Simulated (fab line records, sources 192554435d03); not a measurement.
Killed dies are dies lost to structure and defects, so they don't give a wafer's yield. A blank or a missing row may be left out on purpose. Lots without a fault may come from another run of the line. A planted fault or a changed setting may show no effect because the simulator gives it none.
Chamber matching | flow n5_finfet | N5_STI_FIN_REVEAL_CMP_04 on cmp-04: 4 sister chambers
The step polishes, stops on Si3N4, t overpolish 4 s, target thk 131.83 nm. 16 wafers are shown with their chamber, then 8 later ones without.

WAFERS WITH THEIR CHAMBER
wafer  | chamber | motor_current_A (A) | time_to_endpoint_s (s) | slurry_filter_dp_kPa (kPa)
L076.2 | 1       | 6.7                 | 97                     | 13.54
L076.3 | 2       | 9.1                 | 102                    | 13.44
L076.4 | 3       | 10.2                | 102                    | 13.51
L077.3 | 2       | 9.7                 | 103                    | 13.44
L077.4 | 1       | 6.7                 | 94                     | 13.42
L077.5 | 2       | 8.8                 | 101                    | 13.54
L082.1 | 2       | 8.8                 | 99                     | 13.31
L082.4 | 0       | 8.4                 | 106                    | 13.70
L082.5 | 3       | 9.2                 | 104                    | 13.54
L086.1 | 0       | 8.5                 | 104                    | 13.63
L086.2 | 3       | 9.6                 | 107                    | 13.65
L086.6 | 1       | 7.1                 | 96                     | 13.55
L087.1 | 2       | 9.4                 | 106                    | 13.44
L087.5 | 1       | 6.7                 | 98                     | 13.35
L087.6 | 0       | 8.5                 | 113                    | 13.54
L090.1 | 2       | 9.2                 | 102                    | 13.62

SIGNATURES (means of the wafers above)
reading              | chamber 0 | chamber 1 | chamber 2 | chamber 3 | scatter within a chamber
motor_current_A      | 8.467     | 6.800     | 9.167     | 9.667     | 0.322
time_to_endpoint_s   | 107.67    | 96.25     | 102.17    | 104.33    | 2.78
slurry_filter_dp_kPa | 13.6233   | 13.4650   | 13.4650   | 13.5667   | 0.0946
Rule: a wafer's distance from a chamber is the root of the sum, over the readings, of the square of ((its reading less the chamber's mean) divided by the reading's scatter). The wafer belongs to the nearest chamber; if the next one is less than 2 further off, it can't be placed. The scatter: the root of (the sum of the squares of (reading less its chamber's mean) over the shown wafers, divided by (wafers less chambers)).

WAFERS WITHOUT THEIR CHAMBER
wafer  | motor_current_A (A) | time_to_endpoint_s (s) | slurry_filter_dp_kPa (kPa)
L090.4 | 9.9                 | 105                    | 13.47
L090.5 | 9.4                 | 111                    | 13.36
L094.3 | 9.9                 | 109                    | 13.27
L094.4 | 9.6                 | 98                     | 13.52
L094.6 | 9.2                 | 101                    | 13.57
L096.1 | 6.7                 | 92                     | 13.40
L096.2 | 8.7                 | 108                    | 13.71
L096.4 | 10.0                | 105                    | 13.33

WHICH CHAMBER EACH WENT THROUGH
wafer  | from the rows above          | in truth
L090.4 | can't be placed: 3 or 2      | 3
L090.5 | can't be placed: 3 or 2 or 0 | 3
L094.3 | can't be placed: 3 or 2      | 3
L094.4 | can't be placed: 2 or 3      | 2
L094.6 | can't be placed: 2 or 3      | 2
L096.1 | 1                            | 1
L096.2 | 0                            | 0
L096.4 | can't be placed: 3 or 2      | 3
Placed correctly: 2 of 8. Can't be placed from these rows: 6 (the true chamber is among the candidates in 6). Placed wrongly: 0.
